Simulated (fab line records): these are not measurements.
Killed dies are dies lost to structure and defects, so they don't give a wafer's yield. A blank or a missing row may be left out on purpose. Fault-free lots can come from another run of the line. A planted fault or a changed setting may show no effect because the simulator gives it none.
Chamber matching | flow n5-finfet | N5_GATE_CUT_CMP_02 on cmp-02 has 4 sister chambers
The step polishes, stops on SiO2, t overpolish 12.7 s, target thk 0 nm. 16 wafers are shown with their chamber, then 8 later ones without.

## WAFERS WITH THEIR CHAMBER
wafer  | chamber | motor-current-A (A) | time-to-endpoint-s (s) | overpolish-run-s (s)
L074.1 | 0       | 10.0                | 28                     | 12.704
L074.3 | 1       | 9.4                 | 29                     | 12.705
L074.5 | 1       | 9.1                 | 30                     | 12.702
L078.1 | 2       | 10.4                | 24                     | 12.693
L078.4 | 0       | 10.2                | 27                     | 12.699
L078.6 | 1       | 9.4                 | 28                     | 12.713
L083.1 | 1       | 9.0                 | 25                     | 12.695
L083.2 | 3       | 8.4                 | 21                     | 12.679
L083.5 | 1       | 9.7                 | 24                     | 12.702
L089.1 | 2       | 10.3                | 22                     | 12.690
L089.2 | 0       | 10.3                | 27                     | 12.694
L089.5 | 2       | 9.8                 | 26                     | 12.706
L090.2 | 0       | 9.8                 | 27                     | 12.701
L090.4 | 3       | 8.6                 | 23                     | 12.709
L090.6 | 1       | 9.2                 | 29                     | 12.707
L091.1 | 3       | 8.2                 | 25                     | 12.689

SIGNATURES (means of the wafers above)
reading            | chamber 0 | chamber 1 | chamber 2 | chamber 3 | scatter within a chamber
motor-current-A    | 10.075    | 9.300     | 10.167    | 8.400     | 0.251
time-to-endpoint-s | 27.25     | 27.50     | 24.00     | 23.00     | 1.96
overpolish-run-s   | 12.69950  | 12.70400  | 12.69633  | 12.69233  | 0.00839
Rule: distance of a wafer from a chamber = root of the sum over the readings of ((wafer's reading minus chamber's mean) / reading's scatter) squared. If the next closest chamber is less than 2 further off than the closest, the wafer can't be placed; otherwise it belongs to the closest. How the scatter is found: for the shown wafers, subtract from each reading the mean of its chamber, square and add these, divide the total by (wafers less chambers), then take the root.

## WAFERS WHOSE CHAMBER IS MISSING
wafer  | motor-current-A (A) | time-to-endpoint-s (s) | overpolish-run-s (s)
L091.2 | 10.3                | 25                     | 12.684
L091.6 | 10.0                | 26                     | 12.698
L093.1 | 10.1                | 26                     | 12.701
L093.2 | 9.1                 | 29                     | 12.703
L093.3 | 10.5                | 26                     | 12.708
L096.2 | 9.6                 | 27                     | 12.702
L096.3 | 9.5                 | 23                     | 12.717
L096.6 | 8.2                 | 20                     | 12.698

## CHAMBER TAKEN BY EACH
wafer  | from the rows above          | in truth
L091.2 | can't be placed: 2 or 0      | 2
L091.6 | can't be placed: 0 or 2      | 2
L093.1 | can't be placed: 0 or 2      | 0
L093.2 | 1                            | 1
L093.3 | can't be placed: 0 or 2      | 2
L096.2 | can't be placed: 1 or 0 or 2 | 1
L096.3 | can't be placed: 1 or 2 or 0 | 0
L096.6 | 3                            | 3
2 of 8 placed correctly. Unplaceable from these rows: 6, with the true chamber sitting among the candidates in 6. 0 placed wrongly.
